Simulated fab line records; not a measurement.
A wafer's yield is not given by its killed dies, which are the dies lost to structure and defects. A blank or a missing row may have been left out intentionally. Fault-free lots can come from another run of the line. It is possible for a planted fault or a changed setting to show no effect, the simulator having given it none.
Matching of chambers :: flow n5-finfet :: 4 sister chambers for N5_SDB_HM_OPEN_20 on rie-diel-04
The step chemistry CH3F/O2, target SiNx, stops on poly-Si, target depth 24 nm. 4 wafers are shown with their chamber, then 8 later ones without.

## WAFERS WITH THEIR CHAMBER
wafer: L086.3
chamber: 0
drypump-motor-current-A (A): 5.54

wafer: L088.3
chamber: 2
drypump-motor-current-A (A): 5.40

wafer: L088.5
chamber: 1
drypump-motor-current-A (A): 5.93

wafer: L089.2
chamber: 3
drypump-motor-current-A (A): 5.20

## WAFERS MISSING THEIR CHAMBER
wafer: L089.4
drypump-motor-current-A (A): 5.42

wafer: L089.5
drypump-motor-current-A (A): 5.24

wafer: L094.2
drypump-motor-current-A (A): 5.22

wafer: L094.3
drypump-motor-current-A (A): 5.54

wafer: L094.4
drypump-motor-current-A (A): 5.22

wafer: L097.2
drypump-motor-current-A (A): 5.52

wafer: L097.4
drypump-motor-current-A (A): 5.93

wafer: L097.6
drypump-motor-current-A (A): 5.89

## WHICH CHAMBER EACH WENT THROUGH
wafer: L089.4
from the rows above: 2
in truth: 2

wafer: L089.5
from the rows above: 3
in truth: 3

wafer: L094.2
from the rows above: 3
in truth: 3

wafer: L094.3
from the rows above: 0
in truth: 0

wafer: L094.4
from the rows above: 3
in truth: 3

wafer: L097.2
from the rows above: 0
in truth: 0

wafer: L097.4
from the rows above: 1
in truth: 1

wafer: L097.6
from the rows above: 1
in truth: 1
Placed correctly: 8 of 8. Number that these rows cannot place: 0. Wrongly placed: 0.
How it was worked out, from the rows above alone: a wafer's distance from a chamber is the root of the sum, over the readings, of the square of ((its reading less the chamber's mean) divided by the reading's scatter). The wafer belongs to the nearest chamber; if the next one is less than 2 further off, it can't be placed. Each chamber's mean is taken over the wafers shown for it. The scatter (one wafer shown for each chamber): square how far every hidden wafer sits from the nearest shown wafer, average those squares and take the square root.
